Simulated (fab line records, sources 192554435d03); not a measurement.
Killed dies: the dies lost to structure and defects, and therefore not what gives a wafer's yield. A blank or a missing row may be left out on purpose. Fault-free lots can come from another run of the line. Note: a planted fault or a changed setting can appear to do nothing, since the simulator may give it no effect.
Which tool was responsible? + flow n5 finfet + at 1 step of a route of 1938, 12 lots with 36 wafers sampled

WHAT THE GAUGES SHOWED, per wafer
N5_BEOL_M8_OVL_MEAS_29.
| lot  | measured     | on         | V7_OVL (nm)   |
|------|--------------|------------|---------------|
| L074 | day 9 11:21  | overlay-01 | 0.3 0.4 -0.1  |
| L077 | day 10 02:19 | overlay-01 | 1.0 0.9 1.5   |
| L079 | day 10 16:47 | overlay-02 | 0.4 0.9 0.7   |
| L082 | day 11 08:43 | overlay-02 | 0.2 0.5 0.0   |
| L084 | day 11 20:20 | overlay-01 | -0.1 0.3 1.5  |
| L085 | day 11 21:14 | overlay-02 | 0.4 -0.4 0.3  |
| L086 | day 13 08:20 | overlay-01 | 2.2 0.3 0.6   |
| L089 | day 13 20:19 | overlay-01 | -0.3 0.6 0.4  |
| L093 | day 14 00:33 | overlay-02 | 0.0 -1.2 -0.2 |
| L092 | day 14 11:24 | overlay-02 | 0.0 0.3 1.0   |
| L094 | day 15 09:26 | overlay-02 | 0.3 0.3 -0.2  |
| L096 | day 16 01:21 | overlay-02 | -0.5 -0.4 0.8 |

WHAT TOOL EACH LOT RAN ON (gives the tool, then ch and the chambers of the sampled wafers, and finally the start)
There is no process step in the record ahead of these readings.

THE ANSWER, worked out from the rows above alone
Rule: the lots themselves supply what counts as usual. The widest of any qualifying gaps counts: lots, ordered by their means at a reading, are off when they make up no more than a third of the lots, leave a main group of 4 or more, and stand apart from it by 3 or more times the standard deviation of that group's means. A main group is skipped when, at the precision printed for the reading in the tables above, its means are all equal. A lot without any number at a reading at which 4 lots or more have one is off too. All remaining lots with rows at the step are treated as sound.
No lot is off on any of the readings shown, so nothing can be concluded from this.

WHAT THE SIMULATOR HAD PUT IN
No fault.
